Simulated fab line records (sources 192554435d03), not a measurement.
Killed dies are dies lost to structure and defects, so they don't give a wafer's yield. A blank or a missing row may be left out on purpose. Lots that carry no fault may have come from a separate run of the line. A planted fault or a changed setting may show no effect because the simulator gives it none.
Tool commonality check -- flow n5Finfet -- 29 wafers sampled across 10 lots

WHY THIS WAS OPENED
At N5_BEOL_M4_RC_MEAS_101 the reading RS_PWELL is flagged on 3 of 10 lots. Fault-free wafers read 3007 ohm/sq, with a standard deviation of 24.
Rule: a lot is flagged in two cases, either no wafer of it has a number, or all its wafers with numbers fall more than 4 standard deviations from that mean. All remaining lots are regarded as sound.

lot,measured,on,"RS_PWELL (ohm/sq), wafer by wafer",flag
L419,day 7 20:41,prober-01,3012 3007 3006,
L421,day 8 00:55,prober-02,3048 3032 3045,
L422,day 9 02:25,prober-02,2985 2996 2985,
L424,day 9 03:22,prober-01,3034 3009 3012,
L430,day 10 14:30,prober-01,3043 3053 3037,
L433,day 11 07:28,prober-02,3039 3040 3028,
L431,day 11 07:55,prober-01,2991 2969,
L440,day 13 02:10,prober-02,3243 3267 3257,FLAGGED
L439,day 13 05:34,prober-02,3347 3314 3286,FLAGGED
L441,day 13 18:15,prober-01,3279 3284 3291,FLAGGED
Average over the flagged lots: 3285 ohm/sq; offset from the usual +278 ohm/sq, equal to +12 standard deviations.

TOOL THAT RAN EACH LOT
Before the reading, the record contains 4 process steps out of a 1938-step route. Each cell gives the tool, then ch followed by the chambers the sampled wafers passed through, then the start.
lot,flag,N5_ZERO_LAYER_STRIP_24,N5_WELL_APT_DESCUM_30,N5_WELL_APT_IMPLANT_31,N5_WELL_APT_EPI_41
L419,,"plasmaAsher-02 ch 0,1, day 1 12:59","rieDiel-06 ch 0,2,3, day 1 15:01","implanter-01 ch 0, day 1 15:09","epiRpcvd-02 ch 0, day 1 16:07"
L421,,"plasmaAsher-02 ch 0,1, day 2 01:07","rieDiel-04 ch 0,1, day 2 03:23","implanter-01 ch 0, day 2 03:33","epiRpcvd-03 ch 0, day 2 04:37"
L422,,"plasmaAsher-02 ch 0,1, day 2 06:55","rieDiel-04 ch 0,2, day 2 09:08","implanter-02 ch 0, day 2 09:17","epiRpcvd-02 ch 0, day 2 10:20"
L424,,"plasmaAsher-02 ch 0,1, day 2 19:01","rieDiel-04 ch 1,3, day 3 00:17","implanter-01 ch 0, day 3 00:25","epiRpcvd-04 ch 0, day 3 01:37"
L430,,"plasmaAsher-02 ch 0,1, day 4 06:53","rieDiel-01 ch 1,3, day 4 09:04","implanter-01 ch 0, day 4 09:10","epiRpcvd-02 ch 0, day 4 10:05"
L433,,"plasmaAsher-02 ch 0, day 5 01:40","rieDiel-04 ch 0,2, day 5 03:40","implanter-02 ch 0, day 5 03:47","epiRpcvd-02 ch 0, day 5 04:50"
L431,,"plasmaAsher-01 ch 0,1, day 4 12:56","rieDiel-06 ch 0,3, day 4 14:50","implanter-01 ch 0, day 4 15:01","epiRpcvd-03 ch 0, day 4 16:14"
L440,FLAGGED,"plasmaAsher-01 ch 0,1, day 6 19:01","rieDiel-01 ch 1,3, day 6 20:55","implanter-02 ch 0, day 6 21:01","epiRpcvd-02 ch 0, day 6 21:55"
L439,FLAGGED,"plasmaAsher-01 ch 0,1, day 6 13:07","rieDiel-04 ch 0,2,3, day 6 15:16","implanter-02 ch 0, day 6 15:22","epiRpcvd-02 ch 0, day 6 16:17"
L441,FLAGGED,"plasmaAsher-02 ch 0,1, day 7 01:01","rieDiel-04 ch 0,1,3, day 7 04:14","implanter-02 ch 0, day 7 04:20","epiRpcvd-04 ch 0, day 7 05:16"
What is done by these steps:
- N5_ZERO_LAYER_STRIP_24: strips in O2.
- N5_WELL_APT_DESCUM_30: chemistry O2, time 7.9 s.
- N5_WELL_APT_IMPLANT_31
- N5_WELL_APT_EPI_41: deposits Si from SiH4/H2, target thk 50 nm, time 297.7 s.
- N5_BEOL_M4_RC_MEAS_101

FLAGGED OVER TOTAL, TOOL BY TOOL (the gauges that took the reading come last)
step,tool,lots run,flagged,share of the flagged lots,sound lots run after its first flagged lot
N5_ZERO_LAYER_STRIP_24,plasmaAsher-01,3,2,some,0
N5_ZERO_LAYER_STRIP_24,plasmaAsher-02,7,1,some,0
N5_WELL_APT_DESCUM_30,rieDiel-01,2,1,some,0
N5_WELL_APT_DESCUM_30,rieDiel-04,6,2,some,0
N5_WELL_APT_DESCUM_30,rieDiel-06,2,0,none,-
N5_WELL_APT_IMPLANT_31,implanter-01,5,0,none,-
N5_WELL_APT_IMPLANT_31,implanter-02,5,3,all,0
N5_WELL_APT_EPI_41,epiRpcvd-02,6,2,some,0
N5_WELL_APT_EPI_41,epiRpcvd-03,2,0,none,-
N5_WELL_APT_EPI_41,epiRpcvd-04,2,1,some,0
N5_BEOL_M4_RC_MEAS_101,prober-01,5,1,some,0
N5_BEOL_M4_RC_MEAS_101,prober-02,5,2,some,0

WHAT THE TABLE PERMITS
All flagged lots share 1 row of the table, namely implanter-02 at N5_WELL_APT_IMPLANT_31.
- implanter-02 at N5_WELL_APT_IMPLANT_31: 3 of its 5 lots flagged. Its last sound lot is L433 (day 5 03:47), its first flagged lot L439 (day 6 15:22): a fault that began between those two fits. Its own readings (beamEnergyKeV) fall more than 4 standard deviations out on all wafers of the flagged lots.
implanter-02 at N5_WELL_APT_IMPLANT_31 is the single tool remaining.

WHAT THE SIMULATOR PUT IN
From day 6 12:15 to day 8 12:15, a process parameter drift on implanter-02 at N5_WELL_APT_IMPLANT_31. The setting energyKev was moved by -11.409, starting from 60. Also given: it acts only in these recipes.
Shown lots that were struck: L440, L439, L441. The rule given above showed the same thing.
